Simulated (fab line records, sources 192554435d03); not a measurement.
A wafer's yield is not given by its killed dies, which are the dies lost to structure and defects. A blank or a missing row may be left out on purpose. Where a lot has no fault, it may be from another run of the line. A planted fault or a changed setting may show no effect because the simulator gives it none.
Chamber matching :: flow n5_finfet :: rie_diel-02 running N5_FIN_CUT_ETCH_20: 4 sister chambers
The step etches SiARC in CF4, target depth 26 nm, time 43.3 s. 4 wafers are shown with their chamber, then 10 later ones without.

## WAFERS PAIRED WITH THEIR CHAMBERS
wafer: L084.5
chamber: 3
showerhead_plenum_p_Torr (Torr): 2.26

wafer: L089.6
chamber: 1
showerhead_plenum_p_Torr (Torr): 2.13

wafer: L092.1
chamber: 2
showerhead_plenum_p_Torr (Torr): 2.04

wafer: L092.3
chamber: 0
showerhead_plenum_p_Torr (Torr): 2.11

## WAFERS WITHOUT THEIR CHAMBER
wafer: L092.4
showerhead_plenum_p_Torr (Torr): 2.26

wafer: L093.1
showerhead_plenum_p_Torr (Torr): 2.13

wafer: L093.2
showerhead_plenum_p_Torr (Torr): 2.26

wafer: L093.3
showerhead_plenum_p_Torr (Torr): 2.11

wafer: L093.4
showerhead_plenum_p_Torr (Torr): 2.04

wafer: L093.5
showerhead_plenum_p_Torr (Torr): 2.26

wafer: L093.6
showerhead_plenum_p_Torr (Torr): 2.11

wafer: L096.1
showerhead_plenum_p_Torr (Torr): 2.11

wafer: L096.4
showerhead_plenum_p_Torr (Torr): 2.13

wafer: L096.5
showerhead_plenum_p_Torr (Torr): 2.25

## WHICH CHAMBER EACH ONE RAN IN
wafer: L092.4
from the rows above: 3
in truth: 3

wafer: L093.1
from the rows above: 1
in truth: 1

wafer: L093.2
from the rows above: 3
in truth: 3

wafer: L093.3
from the rows above: 0
in truth: 0

wafer: L093.4
from the rows above: 2
in truth: 2

wafer: L093.5
from the rows above: 3
in truth: 3

wafer: L093.6
from the rows above: 0
in truth: 0

wafer: L096.1
from the rows above: 0
in truth: 0

wafer: L096.4
from the rows above: 1
in truth: 1

wafer: L096.5
from the rows above: 3
in truth: 3
Correctly placed: 10 of 10. Can't be placed from these rows: 0. Number placed wrongly: 0.
How it was worked out, from the rows above alone: a wafer's distance from a chamber is the root of the sum, over the readings, of the square of ((its reading less the chamber's mean) divided by the reading's scatter). The wafer belongs to the nearest chamber; if the next one is less than 2 further off, it can't be placed. A chamber's mean is the mean of its shown wafers. The scatter: with one shown wafer a chamber, the root of the mean of the squares of how far each hidden wafer lies from its nearest shown one.
